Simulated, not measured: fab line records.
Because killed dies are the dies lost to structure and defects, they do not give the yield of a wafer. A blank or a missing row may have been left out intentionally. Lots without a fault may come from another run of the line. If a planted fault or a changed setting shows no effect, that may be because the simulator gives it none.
Chamber matching -- flow nandHarc -- rieDiel-07 running NHARC_A_CHANNEL_HOLE_D2_DESCUM_15: 4 sister chambers
The step chemistry O2, time 3 s. 16 wafers are shown with their chamber, then 8 later ones without.

== WAFERS, EACH WITH ITS CHAMBER ==
wafer,chamber,showerheadPlenumPTorr (Torr),drypumpMotorCurrentA (A),oesProductAu (a.u.)
L075.1,3,1.84,5.30,0.991
L075.2,2,1.78,5.63,0.985
L075.5,2,1.78,5.63,0.999
L078.2,3,1.84,5.28,0.996
L078.3,2,1.78,5.64,0.993
L078.5,3,1.84,5.28,0.991
L080.1,2,1.78,5.64,0.991
L080.4,0,2.03,5.91,1.005
L080.6,0,2.03,5.91,1.010
L083.1,3,1.83,5.29,0.989
L083.2,0,2.03,5.89,0.994
L083.4,1,1.90,5.51,1.014
L085.3,0,2.03,5.91,0.999
L085.4,2,1.78,5.62,0.992
L085.5,2,1.78,5.62,1.002
L088.4,3,1.83,5.33,0.993

SIGNATURES (averages over the wafers above)
reading,chamber 0,chamber 1,chamber 2,chamber 3,scatter within a chamber
showerheadPlenumPTorr,2.0300,1.9000,1.7800,1.8360,0.00316
drypumpMotorCurrentA,5.9050,5.5100,5.6300,5.2960,0.0142
oesProductAu,1.00200,1.01400,0.99367,0.99200,0.00546
Rule: a wafer's distance from a chamber is the root of the sum, over the readings, of the square of ((its reading less the chamber's mean) divided by the reading's scatter). If the next closest chamber is less than 2 further off than the closest, the wafer can't be placed; otherwise it belongs to the closest. The scatter is the square root of a quotient: the sum, over the shown wafers, of each reading's squared deviation from its chamber's mean, divided by wafers minus chambers.

== WAFERS WITHOUT THEIR CHAMBER ==
wafer,showerheadPlenumPTorr (Torr),drypumpMotorCurrentA (A),oesProductAu (a.u.)
L088.5,2.02,5.90,1.013
L088.6,1.83,5.31,0.987
L090.3,1.83,5.30,0.993
L090.5,2.02,5.91,1.017
L090.6,1.83,5.30,0.996
L093.1,1.77,5.62,0.998
L093.2,1.83,5.29,0.998
L093.6,2.02,5.89,0.987

== EACH ONE'S CHAMBER ==
wafer,from the rows above,in truth
L088.5,0,0
L088.6,3,3
L090.3,3,3
L090.5,0,0
L090.6,3,3
L093.1,2,2
L093.2,3,3
L093.6,0,0
Correct placement for 8 of the 8. Can't be placed from these rows: 0. Placed wrongly: 0.
